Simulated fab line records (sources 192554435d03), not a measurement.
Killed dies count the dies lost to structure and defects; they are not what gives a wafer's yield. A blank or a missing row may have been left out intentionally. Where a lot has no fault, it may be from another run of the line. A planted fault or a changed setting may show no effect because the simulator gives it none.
Matching of chambers || flow n5_finfet || cmp-02 running N5_DUMMY_GATE_CMP_04: 4 sister chambers
The step polishes a-Si. 8 wafers are shown with their chamber, then 8 later ones without.

WAFERS WITH THEIR CHAMBER
{"wafer": "L080.3", "chamber": 1, "motor_current_A (A)": 10.8, "time_to_endpoint_s (s)": 17}
{"wafer": "L080.4", "chamber": 3, "motor_current_A (A)": 8.1, "time_to_endpoint_s (s)": 19}
{"wafer": "L081.1", "chamber": 1, "motor_current_A (A)": 10.5, "time_to_endpoint_s (s)": 21}
{"wafer": "L082.3", "chamber": 0, "motor_current_A (A)": 8.6, "time_to_endpoint_s (s)": 17}
{"wafer": "L082.4", "chamber": 3, "motor_current_A (A)": 8.2, "time_to_endpoint_s (s)": 18}
{"wafer": "L083.1", "chamber": 2, "motor_current_A (A)": 10.0, "time_to_endpoint_s (s)": 22}
{"wafer": "L083.4", "chamber": 0, "motor_current_A (A)": 8.4, "time_to_endpoint_s (s)": 15}
{"wafer": "L085.2", "chamber": 2, "motor_current_A (A)": 9.9, "time_to_endpoint_s (s)": 17}

WAFERS WITHOUT THEIR CHAMBER
{"wafer": "L085.4", "motor_current_A (A)": 8.4, "time_to_endpoint_s (s)": 16}
{"wafer": "L089.1", "motor_current_A (A)": 8.2, "time_to_endpoint_s (s)": 20}
{"wafer": "L089.2", "motor_current_A (A)": 10.7, "time_to_endpoint_s (s)": 17}
{"wafer": "L089.3", "motor_current_A (A)": 9.9, "time_to_endpoint_s (s)": 20}
{"wafer": "L090.1", "motor_current_A (A)": 10.0, "time_to_endpoint_s (s)": 18}
{"wafer": "L090.3", "motor_current_A (A)": 8.1, "time_to_endpoint_s (s)": 18}
{"wafer": "L091.2", "motor_current_A (A)": 11.1, "time_to_endpoint_s (s)": 18}
{"wafer": "L095.2", "motor_current_A (A)": 9.6, "time_to_endpoint_s (s)": 18}

EACH ONE'S CHAMBER
{"wafer": "L085.4", "from the rows above": "can't be placed: 0 or 3", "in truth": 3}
{"wafer": "L089.1", "from the rows above": 3, "in truth": 3}
{"wafer": "L089.2", "from the rows above": 1, "in truth": 1}
{"wafer": "L089.3", "from the rows above": 2, "in truth": 2}
{"wafer": "L090.1", "from the rows above": 2, "in truth": 2}
{"wafer": "L090.3", "from the rows above": 3, "in truth": 3}
{"wafer": "L091.2", "from the rows above": 1, "in truth": 1}
{"wafer": "L095.2", "from the rows above": 2, "in truth": 2}
7 of 8 placed correctly. From these rows, 1 cannot be placed; in 1 the true chamber is one of the candidates. Wrongly placed: 0.
How it was worked out, from the rows above alone: a wafer's distance from a chamber is the root of the sum, over the readings, of the square of ((its reading less the chamber's mean) divided by the reading's scatter). The wafer belongs to the nearest chamber; if the next one is less than 2 further off, it can't be placed. Each chamber's mean is taken over the wafers shown for it. The scatter: take each reading less its chamber's mean, square it, sum over the shown wafers, divide by the number of wafers less the number of chambers, and take the root.
